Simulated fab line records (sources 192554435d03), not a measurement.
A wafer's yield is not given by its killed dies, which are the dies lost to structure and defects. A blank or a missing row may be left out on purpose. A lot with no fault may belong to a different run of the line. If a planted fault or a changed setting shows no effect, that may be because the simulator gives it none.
fab line records    flow n5-finfet
record: lots: 4  wafers: 12  last-day: 18
route steps=1938 shown FIN_SAQP@123 BEOL_M4@1111 PASSIVATION@1936
lots with no fault: from the same line, run without faults
start-h: hours from the record's first day to the start of the lot's first wafer shown    wait-h: hours since the lot's step before    " identical to the entry in the row above    L1.1+2: one row covering several wafers at once    - either no value or no given start    * or withheld: withheld    < > ~ a bound
route shown NAME@n: a module of which the file shows steps, and the number in the route of the first    usual: mean/standard deviation of fault-free wafers    same: alike in all rows    chamber/n: place in a boat    sites: readings site by site    _std_site: standard deviation across them    _edge_site: the outer-site mean with the inner-site mean subtracted    radius-mm: for every site, how far away it sits from the centre of the wafer    mask NAME#n: copy n    behind: the tool/chamber that last shaped the wafer    hold: cause of the lot's hold/its duration in hours/its outcome    device: transistor that didn't switch, given as n, p or np    end of line: tests of these same wafers at the route's end    a step without rows: its recipe alone    killed: dies lost to structure and defects at the first sort, not the wafer's yield    map: shows each die of a wafer: x if killed, . if not, _ if none is there
set.NAME: the setting that was run; set.NAME@STEP: the one run at that earlier step    model.NAME: the simulator's own value behind a step, which no gauge read
lots at some steps of the route; a table a step, a row a wafer
services: when a tool's chamber went out of use (start-h, in hours from the record's first day, below 0 if earlier), for how many hours, and the reason
== steps ==
step: N5_FIN_SAQP_SRD_66
recipe: dry: ipa-marangoni  time-s: 30  temp-c: 23  rinse-liquid: diw
step: N5_FIN_SAQP_RECESS_75
recipe: chemistry: HF/NH3  target: SiO2  target-depth-a: 144  afs-cycles: 3  temp-c: 30  sublimation-temp-c: 180  sublimation-time-s: 60
step: N5_FIN_SAQP_SPACER1_ALD_24
recipe: material: SiO2  target-thk-a: 203  temp-c: 300  ald-precursor-family: BDEAS  ald-co-reactant: O2-plasma  pulse-time-s: 1  purge-time-s: 2  co-reactant-purge-time-s: 2  ald-cycles: 218  pressure-torr: 2
step: N5_FIN_SAQP_SPACER1_ETCHBACK_25
recipe: chemistry: CHF3/O2  mode: anisotropic-etchback  target: SiO2  target-depth-a: 244  time-s: 12.2  pressure-mtorr: 30  source-w: 650  bias-w: 170  Ar_flow_sccm: 200  CHF3_flow_sccm: 50  O2_flow_sccm: 5  ion-energy-ev: 200
step: N5_FIN_SAQP_MANDREL1_REMOVE_56
recipe: chemistry: HBr/Cl2/O2  bt-time-s: 10  target: a-Si  stop-on: SiNx  endpoint: OES-SiCl  over-etch-frac: 1  icp-w: 600  bias-w: 22  HBr_flow_sccm: 150  Cl2_flow_sccm: 80  O2_flow_sccm: 5  pressure-mtorr: 10
step: N5_FIN_SAQP_ETCH_57
recipe: chemistry: CH3F/O2  target: SiNx  mask-material: SiO2  target-depth-a: 325  time-s: 46.4  pressure-mtorr: 30  source-w: 395  bias-w: 73  Ar_flow_sccm: 150  CH3F_flow_sccm: 30  O2_flow_sccm: 20  ion-energy-ev: 120  ends: cleared
step: N5_FIN_SAQP_ETCH_65
recipe: chemistry: CF4  target: SiO2  target-depth-a: 40  ion-energy-ev: 350  time-s: 4.4  pressure-mtorr: 10  icp-w: 800  bias-w: 400  cf4-flow-sccm: 80
step: N5_FIN_SAQP_MANDREL_ETCH_58
recipe: chemistry: HBr/Cl2  target: a-Si  target-depth-a: 450  bt-time-s: 10  stop-on: SiNx  mask-material: SiO2  over-etch-frac: 0.8  time-s: 27  pressure-mtorr: 10  icp-w: 800  bias-w: 75  HBr_flow_sccm: 150  Cl2_flow_sccm: 80  ends: end-point
step: N5_FIN_SAQP_RECESS_63
recipe: chemistry: HF/NH3  target: SiO2  target-depth-a: 180  afs-cycles: 3  temp-c: 30  sublimation-temp-c: 180  sublimation-time-s: 60
step: N5_FIN_SAQP_COAT_68
recipe: resist: SOC  temp-c: 250  time-s: 60  spin-rpm: 1500  resist-thk-nm: 100
step: N5_FIN_SAQP_ETCH_69
recipe: chemistry: N2/H2  target: SOC  target-depth-a: 1500  stop-on: SiNx  ion-energy-ev: 100  bias-w: 61  pressure-mtorr: 30  source-w: 850  n2-flow-sccm: 200  h2-flow-sccm: 200
step: N5_FIN_SAQP_ETCH_67
recipe: chemistry: CH3F/O2  target: SiNx  target-depth-a: 300  mask-material: SOC  pressure-mtorr: 30  source-w: 395  bias-w: 73  Ar_flow_sccm: 150  CH3F_flow_sccm: 30  O2_flow_sccm: 20  ion-energy-ev: 120
usual: CH3F_flow_sccm: 30.00/0.089  O2_flow_sccm: 19.99/0.065  drypump-motor-current-A: 5.7/0.46  oes-product-au: 0.81/0.075  rf-vpp-V: 298/6.3  showerhead-plenum-p-Torr: 1.98/0.059  throttle-valve-pct: 16.31/0.16
lot.wafer  tool         chamber  start-h  wait-h  CH3F_flow_sccm  O2_flow_sccm  drypump-motor-current-A  oes-product-au  rf-hours-counter-h  rf-vpp-V  showerhead-plenum-p-Torr  throttle-valve-pct  model.SOC_of_FIN_SAQP_COAT_68.thk-nm
L821.2     rie-diel-02  1        110.91   0.0     -               -             -                        -               -                   -         -                         -                   5.6
L821.4     "            3        "        "       -               -             -                        -               -                   -         -                         -                   4.2
L821.5     "            0        "        "       -               -             -                        -               -                   -         -                         -                   7.6
L822.1     rie-diel-02  1        117.65   0.0     -               -             -                        -               -                   -         -                         -                   6
L822.2     "            0        "        "       -               -             -                        -               -                   -         -                         -                   7.6
L822.5     "            1        "        "       -               -             -                        -               -                   -         -                         -                   5.8
L827.1     rie-diel-04  0        144.66   0.0     29.86           19.96         6.1                      0.90            24                  298       1.97                      16.28               0
L827.2     "            3        "        "       29.93           20.01         5.5                      0.86            40                  303       2.06                      16.35               0
L827.6     "            2        "        "       30.01           20.06         4.7                      0.90            -                   302       2.03                      16.03               0
L830.1     rie-diel-02  1        163.59   0.0     30.06           20.05         6.1                      0.77            136                 293       1.92                      16.46               0
L830.4     "            2        "        "       30.05           20.08         5.7                      0.88            43                  285       1.96                      16.44               0
L830.6     "            0        "        "       30.11           19.99         5.2                      0.70            -                   297       1.99                      16.48               0
step: N5_FIN_SAQP_STRIP_70
recipe: chemistry: N2/H2  power-w: 500  temp-c: 40  pressure-mtorr: 50  rf-frequency-hz: 6e+07  overash-fraction: 0.3  bias-power-w: 28  h2-frac: 0.5  n2-flow-sccm: 300  h2-flow-sccm: 300
step: N5_FIN_SAQP_RECESS_71
recipe: chemistry: HF/NH3  target: SiO2  target-depth-a: 30  afs-cycles: 1  temp-c: 30  sublimation-temp-c: 180  sublimation-time-s: 60
step: N5_FIN_SAQP_SPACER2_ALD_28
recipe: material: SiO2  target-thk-a: 81  temp-c: 300  ald-precursor-family: BDEAS  ald-co-reactant: O2-plasma  pulse-time-s: 1  purge-time-s: 2  co-reactant-purge-time-s: 2  pressure-torr: 2
step: N5_FIN_SAQP_SPACER2_ETCHBACK_29
recipe: chemistry: CHF3/O2  mode: anisotropic-etchback  target: SiO2  target-depth-a: 122  time-s: 6.1  pressure-mtorr: 30  source-w: 650  bias-w: 170  Ar_flow_sccm: 200  CHF3_flow_sccm: 50  O2_flow_sccm: 5  ion-energy-ev: 200
step: N5_FIN_SAQP_MANDREL2_REMOVE_60
recipe: chemistry: HBr/Cl2/O2  bt-time-s: 10  target: a-Si  stop-on: SiNx  endpoint: OES-SiCl  over-etch-frac: 1  icp-w: 600  bias-w: 22  HBr_flow_sccm: 150  Cl2_flow_sccm: 80  O2_flow_sccm: 5  pressure-mtorr: 10
step: N5_FIN_SAQP_HM_OPEN_33
recipe: chemistry: CH3F/O2  target: SiNx  mask-material: SiO2  target-depth-a: 494  time-s: 70.6  pressure-mtorr: 30  source-w: 395  bias-w: 73  Ar_flow_sccm: 150  CH3F_flow_sccm: 30  O2_flow_sccm: 20  ion-energy-ev: 120  ends: cleared
usual: drypump-motor-current-A: 5.7/0.46  etch-rf-on-time-s: 69.1/1.3  oes-product-au: 0.70/0.066  rf-vpp-V: 298/5.9  showerhead-plenum-p-Torr: 1.98/0.058  throttle-valve-pct: 16.27/0.15
lot.wafer  tool         chamber  start-h  wait-h  drypump-motor-current-A  etch-rf-on-time-s  oes-product-au  rf-hours-counter-h  rf-vpp-V  showerhead-plenum-p-Torr  throttle-valve-pct  model.etch.depth-nm
L821.2     rie-diel-02  1        112.44   0.1     6.2                      81.9               0.68            115                 294       1.93                      16.40               43.99
L821.4     "            3        "        "       5.9                      85.1               0.67            109                 305       2.11                      16.01               45.89
L821.5     "            3        "        "       5.9                      84.8               0.67            -                   305       2.11                      16.01               46.02
L822.1     rie-diel-01  0        118.97   0.1     6.2                      83.9               0.74            39                  288       1.96                      16.28               45.15
L822.2     "            3        "        "       6.2                      84.8               0.69            92                  305       1.94                      16.27               46.01
L822.5     "            0        "        "       6.2                      88.0               0.74            -                   288       1.96                      16.28               47.2
L827.1     rie-diel-01  0        145.75   0.0     6.2                      67.4               0.73            53                  290       1.95                      16.31               36.81
L827.2     "            2        "        "       5.6                      67.4               0.67            114                 301       2.01                      16.29               36.84
L827.6     "            2        "        "       5.6                      68.6               0.67            -                   302       2.01                      16.29               37.44
L830.1     rie-diel-01  2        164.40   0.0     5.6                      67.8               0.66            121                 303       2.01                      16.31               36.87
L830.4     "            0        "        "       6.2                      70.4               0.72            -                   289       1.95                      16.32               37.94
L830.6     "            2        "        "       5.6                      69.6               0.66            -                   302       2.01                      16.32               37.46
step: N5_FIN_SAQP_ETCH_34
recipe: chemistry: C4F6/O2  target: SiO2  target-depth-a: 450  time-s: 15  ion-energy-ev: 250  pressure-mtorr: 30  source-w: 345  bias-w: 185  Ar_flow_sccm: 300  C4F6_flow_sccm: 10  O2_flow_sccm: 10  ends: cleared
step: N5_BEOL_M4_RC_MEAS_101
usual: DIBL_N: 36.0/2  DIBL_P: 36.2/2.2  IOFF_N: 0.16/0.034  IOFF_P: 0.21/0.04  ION_N: 675/12  ION_P: 463/7.2  SS_N: 71.6/0.6  SS_P: 73.3/0.67  VT_N: 250/3  VT_P: -251/3.4
lot.wafer  tool       chamber  start-h  wait-h  DIBL_N[mV/V]  DIBL_P[mV/V]  IOFF_N[nA/um]  IOFF_P[nA/um]  ION_N[uA/um]  ION_P[uA/um]  SS_N[mV/dec]  SS_P[mV/dec]  VT_N[mV]  VT_P[mV]
L827.1     prober-02  0        308.93   0.0     38.3          37.7          0.18           0.22           672           460           71.9          73.9          252       -249
L827.2     "          0        "        "       36.7          36.8          0.16           0.21           687           472           72.0          73.7          250       -248
L827.6     "          0        "        "       37.5          37.7          0.17           0.23           670           466           72.0          74.0          253       -251
L830.1     prober-01  0        316.99   0.0     34.8          34.2          0.13           0.17           674           461           71.5          73.4          254       -253
L830.4     "          0        "        "       34.8          34.1          0.13           0.18           665           458           71.5          73.5          253       -253
L830.6     "          0        "        "       36.5          36.2          0.16           0.20           680           463           71.9          74.2          252       -252
step: N5_PASSIVATION_PROBE_49
usual: defect-limited-yield: 91.5/1.5  killed_at_M0_to_M3: 33/10  killed_at_M4_up: 15/6.4  killed-at-contacts: 12/5.4  killed-at-front-end: 38/9.8  killed-at-other: 4/3.1  killed-dies: 101/18  killed-on-rim: 13/3.9  killed-open: 67/14  killed-short: 33/7.9  sort_bin_5_function: 5.0/1  sort_bin_6_memory: 3.2/0.67  sort-n-pass: 1079/18  sort-yield-pct: 91.5/1.5
same: gross-dies: 1180  killed-at-back-side: 0  sort_bin_4_leakage[%]: 0  sort_bin_8_speed[%]: 0
lot.wafer  tool       chamber  start-h  wait-h  defect-limited-yield[%]  killed_at_M0_to_M3  killed_at_M4_up  killed-at-contacts  killed-at-front-end  killed-at-other  killed-dies  killed-on-rim  killed-open  killed-short  sort_bin_5_function[%]  sort_bin_6_memory[%]  sort-n-pass  sort-yield-pct[%]
L821.2     prober-02  -        389.02   0.1     0                        30                  14               13                  1118                 5                1180         152            63           37            96.1                    3.6                   0            0
L821.4     prober-02  -        389.12   0.2     0                        46                  19               5                   1109                 1                1180         152            70           31            96.9                    2.9                   0            0
L821.5     prober-02  -        389.17   0.2     0                        55                  30               8                   1087                 0                1180         152            94           47            95.7                    3.9                   0            0
L822.1     prober-01  -        397.43   0.0     0                        24                  17               4                   1130                 5                1180         152            54           30            97.0                    2.7                   0            0
L822.2     prober-01  -        397.48   0.1     0                        23                  22               3                   1129                 3                1180         152            52           24            96.9                    3.1                   0            0
L822.5     prober-01  -        397.63   0.2     0                        21                  12               9                   1130                 8                1180         152            49           28            97.5                    2.1                   0            0
L827.1     prober-02  -        435.74   0.0     89.7                     50                  14               13                  41                   4                122          17             83           39            6.1                     3.6                   1058         89.7
L827.2     prober-02  -        435.79   0.1     91.6                     34                  11               17                  33                   4                99           11             56           41            5.4                     2.4                   1081         91.6
L827.6     prober-02  -        435.99   0.3     92.5                     36                  9                11                  23                   9                88           9              68           20            4.6                     2.6                   1092         92.5
killed by level:class
L821.2 FIN_SAQP:area-etch=1079 MOL_CONTACT_COAG:geometric-particle:open=10 BEOL_M0_SAQP:geometric-particle:open=9 STI_FIN_REVEAL:geometric-particle:open=8 BEOL_M3:geometric-particle:open=8 BEOL_M4:geometric-particle:open=8 GATE_CUT:geometric-particle:short=6 BEOL_M4:geometric-particle:short=5
L821.4 FIN_SAQP:area-etch=1079 BEOL_M2:geometric-particle:open=12 BEOL_M4:geometric-particle:open=12 BEOL_M0_SAQP:geometric-particle:short=11 BEOL_M3:geometric-particle:open=7 BEOL_M0_SAQP:geometric-particle:open=7 FIN_SAQP:geometric-particle:short=6 FIN_SAQP:geometric-particle:open=5
L821.5 FIN_SAQP:area-etch=1039 FIN_SAQP:geometric-particle:open=13 FIN_SAQP:geometric-particle:short=13 BEOL_M2:geometric-particle:open=13 BEOL_M3:geometric-particle:open=13 BEOL_M4:geometric-particle:open=13 BEOL_M0_SAQP:geometric-particle:short=9 MOL_CONTACT_COAG:geometric-particle:open=7
L822.1 FIN_SAQP:area-etch=1095 BEOL_M0_SAQP:geometric-particle:short=10 FIN_SAQP:geometric-particle:open=8 STI_FIN_REVEAL:geometric-particle:open=7 BEOL_M5:geometric-particle:open=7 BEOL_M2:geometric-particle:open=6 FIN_SAQP:geometric-particle:short=5 BEOL_M1:geometric-particle:open=4
L822.2 FIN_SAQP:area-etch=1103 BEOL_M4:geometric-particle:open=12 BEOL_M0_SAQP:geometric-particle:open=9 FIN_SAQP:geometric-particle:short=6 STI_FIN_REVEAL:geometric-particle:open=6 BEOL_M3:geometric-particle:open=5 BEOL_M0_SAQP:geometric-particle:short=4 FIN_SAQP:geometric-particle:open=3
L822.5 FIN_SAQP:area-etch=1102 MOL_CONTACT_COAG:geometric-particle:open=9 GATE_CUT:geometric-particle:short=6 BEOL_M0_SAQP:geometric-particle:open=5 MIM_TOP_ETCH:geometric-particle:open=4 BEOL_M0_SAQP:geometric-particle:short=4 STARTING-WAFER:geometric-particle:short=4 FIN_SAQP:geometric-particle:short=3
L827.1 FIN_SAQP:geometric-particle:short=13 MOL_CONTACT_COAG:geometric-particle:open=13 BEOL_M3:geometric-particle:open=11 BEOL_M1:geometric-particle:open=10 FIN_SAQP:geometric-particle:open=9 BEOL_M2:geometric-particle:open=6 DUMMY_GATE:geometric-particle:open=6 BEOL_M0:geometric-particle:open=6
L827.2 MOL_CONTACT_COAG:geometric-particle:open=13 BEOL_M2:geometric-particle:open=9 FIN_SAQP:geometric-particle:short=8 BEOL_M0_SAQP:geometric-particle:short=8 STI_FIN_REVEAL:geometric-particle:open=7 BEOL_M1:geometric-particle:open=6 BEOL_M3:geometric-particle:open=5 FIN_SAQP:geometric-particle:open=4
L827.6 MOL_CONTACT_COAG:geometric-particle:open=10 FIN_SAQP:geometric-particle:open=8 BEOL_M0_SAQP:geometric-particle:open=7 BEOL_M2:geometric-particle:open=6 BEOL_M2:geometric-particle:short=5 BEOL_M0:geometric-particle:open=5 BEOL_M3:geometric-particle:open=5 FIN_SAQP:geometric-particle:short=4
map L821.2 (x killed, . not)
_________________xxxxxxxxxxxx________________
______________xxxxxxxxxxxxxxxxxx_____________
___________xxxxxxxxxxxxxxxxxxxxxxxx__________
__________xxxxxxxxxxxxxxxxxxxxxxxxxx_________
________xxxxxxxxxxxxxxxxxxxxxxxxxxxxxx_______
_______xxxxxxxxxxxxxxxxxxxxxxxxxxxxxxxx______
______xxxxxxxxxxxxxxxxxxxxxxxxxxxxxxxxxx_____
_____xxxxxxxxxxxxxxxxxxxxxxxxxxxxxxxxxxxx____
____xxxxxxxxxxxxxxxxxxxxxxxxxxxxxxxxxxxxxx___
___xxxxxxxxxxxxxxxxxxxxxxxxxxxxxxxxxxxxxxxx__
___xxxxxxxxxxxxxxxxxxxxxxxxxxxxxxxxxxxxxxxx__
__xxxxxxxxxxxxxxxxxxxxxxxxxxxxxxxxxxxxxxxxxx_
__xxxxxxxxxxxxxxxxxxxxxxxxxxxxxxxxxxxxxxxxxx_
_xxxxxxxxxxxxxxxxxxxxxxxxxxxxxxxxxxxxxxxxxxxx
_xxxxxxxxxxxxxxxxxxxxxxxxxxxxxxxxxxxxxxxxxxxx
_xxxxxxxxxxxxxxxxxxxxxxxxxxxxxxxxxxxxxxxxxxxx
_xxxxxxxxxxxxxxxxxxxxxxxxxxxxxxxxxxxxxxxxxxxx
_xxxxxxxxxxxxxxxxxxxxxxxxxxxxxxxxxxxxxxxxxxxx
_xxxxxxxxxxxxxxxxxxxxxxxxxxxxxxxxxxxxxxxxxxxx
_xxxxxxxxxxxxxxxxxxxxxxxxxxxxxxxxxxxxxxxxxxxx
_xxxxxxxxxxxxxxxxxxxxxxxxxxxxxxxxxxxxxxxxxxxx
__xxxxxxxxxxxxxxxxxxxxxxxxxxxxxxxxxxxxxxxxxx_
__xxxxxxxxxxxxxxxxxxxxxxxxxxxxxxxxxxxxxxxxxx_
___xxxxxxxxxxxxxxxxxxxxxxxxxxxxxxxxxxxxxxxx__
___xxxxxxxxxxxxxxxxxxxxxxxxxxxxxxxxxxxxxxxx__
____xxxxxxxxxxxxxxxxxxxxxxxxxxxxxxxxxxxxxx___
_____xxxxxxxxxxxxxxxxxxxxxxxxxxxxxxxxxxxx____
______xxxxxxxxxxxxxxxxxxxxxxxxxxxxxxxxxx_____
_______xxxxxxxxxxxxxxxxxxxxxxxxxxxxxxxx______
________xxxxxxxxxxxxxxxxxxxxxxxxxxxxxx_______
__________xxxxxxxxxxxxxxxxxxxxxxxxxx_________
___________xxxxxxxxxxxxxxxxxxxxxxxx__________
______________xxxxxxxxxxxxxxxxxx_____________
_________________xxxxxxxxxxxx________________
map L822.1 (x killed, . not)
_________________xxxxxxxxxxxx________________
______________xxxxxxxxxxxxxxxxxx_____________
___________xxxxxxxxxxxxxxxxxxxxxxxx__________
__________xxxxxxxxxxxxxxxxxxxxxxxxxx_________
________xxxxxxxxxxxxxxxxxxxxxxxxxxxxxx_______
_______xxxxxxxxxxxxxxxxxxxxxxxxxxxxxxxx______
______xxxxxxxxxxxxxxxxxxxxxxxxxxxxxxxxxx_____
_____xxxxxxxxxxxxxxxxxxxxxxxxxxxxxxxxxxxx____
____xxxxxxxxxxxxxxxxxxxxxxxxxxxxxxxxxxxxxx___
___xxxxxxxxxxxxxxxxxxxxxxxxxxxxxxxxxxxxxxxx__
___xxxxxxxxxxxxxxxxxxxxxxxxxxxxxxxxxxxxxxxx__
__xxxxxxxxxxxxxxxxxxxxxxxxxxxxxxxxxxxxxxxxxx_
__xxxxxxxxxxxxxxxxxxxxxxxxxxxxxxxxxxxxxxxxxx_
_xxxxxxxxxxxxxxxxxxxxxxxxxxxxxxxxxxxxxxxxxxxx
_xxxxxxxxxxxxxxxxxxxxxxxxxxxxxxxxxxxxxxxxxxxx
_xxxxxxxxxxxxxxxxxxxxxxxxxxxxxxxxxxxxxxxxxxxx
_xxxxxxxxxxxxxxxxxxxxxxxxxxxxxxxxxxxxxxxxxxxx
_xxxxxxxxxxxxxxxxxxxxxxxxxxxxxxxxxxxxxxxxxxxx
_xxxxxxxxxxxxxxxxxxxxxxxxxxxxxxxxxxxxxxxxxxxx
_xxxxxxxxxxxxxxxxxxxxxxxxxxxxxxxxxxxxxxxxxxxx
_xxxxxxxxxxxxxxxxxxxxxxxxxxxxxxxxxxxxxxxxxxxx
__xxxxxxxxxxxxxxxxxxxxxxxxxxxxxxxxxxxxxxxxxx_
__xxxxxxxxxxxxxxxxxxxxxxxxxxxxxxxxxxxxxxxxxx_
___xxxxxxxxxxxxxxxxxxxxxxxxxxxxxxxxxxxxxxxx__
___xxxxxxxxxxxxxxxxxxxxxxxxxxxxxxxxxxxxxxxx__
____xxxxxxxxxxxxxxxxxxxxxxxxxxxxxxxxxxxxxx___
_____xxxxxxxxxxxxxxxxxxxxxxxxxxxxxxxxxxxx____
______xxxxxxxxxxxxxxxxxxxxxxxxxxxxxxxxxx_____
_______xxxxxxxxxxxxxxxxxxxxxxxxxxxxxxxx______
________xxxxxxxxxxxxxxxxxxxxxxxxxxxxxx_______
__________xxxxxxxxxxxxxxxxxxxxxxxxxx_________
___________xxxxxxxxxxxxxxxxxxxxxxxx__________
______________xxxxxxxxxxxxxxxxxx_____________
_________________xxxxxxxxxxxx________________
== services ==
tool         chamber  start-h  hours  kind
rie-diel-01  0        90.34    2.5    repair
rie-diel-04  -        93.97    28.1   pm
rie-diel-01  3        123.27   6.5    repair
rie-diel-02  0        128.23   12.0   repair
rie-diel-04  -        131.45   0.3    repair
rie-diel-01  1        162.05   -      clean
rie-diel-01  1        162.05   -      consumable-replace:focus-ring
rie-diel-01  1        162.05   -      consumable-replace:showerhead
rie-diel-01  1        162.05   22.6   scheduled-down
rie-diel-01  1        162.05   22.6   vent-cycle
== key ==
first-sign: step: N5_FIN_SAQP_ETCH_67  reading: tool-record  direction: missing
effect: step: N5_FIN_SAQP_HM_OPEN_33  reading: etch-rf-on-time-s  direction: up  sigmas: 12  usual: *  struck: *
effect: step: N5_PASSIVATION_PROBE_49  reading: killed-at-front-end  direction: up  sigmas: 99+  usual: 38  struck: 1117
model-effect: step: N5_FIN_SAQP_ETCH_67  value: SOC_of_FIN_SAQP_COAT_68.thk-nm  without: 0  struck: 6.133
model-effect: step: N5_FIN_SAQP_HM_OPEN_33  value: etch.depth-nm  without: 37.81  struck: 45.71
more-kills-born-at: N5_FIN_SAQP_ETCH_67@rie-diel-02: 6497
met-at N5_FIN_SAQP_ETCH_67
struck-wafers L821.2,L821.4,L821.5,L822.1,L822.2,L822.5
later-rows-left-out L821.2,L821.4,L821.5,L822.1,L822.2,L822.5
fault: kind: skipped-step-whole  tool: rie-diel-02  chamber: -  onset-h: 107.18  steps: N5_FIN_SAQP_ETCH_67  scope: struck-lots-only
later-rows-left-out: the simulator's readings of these wafers behind a module that went badly wrong aren't trusted and aren't shown, but for the sort
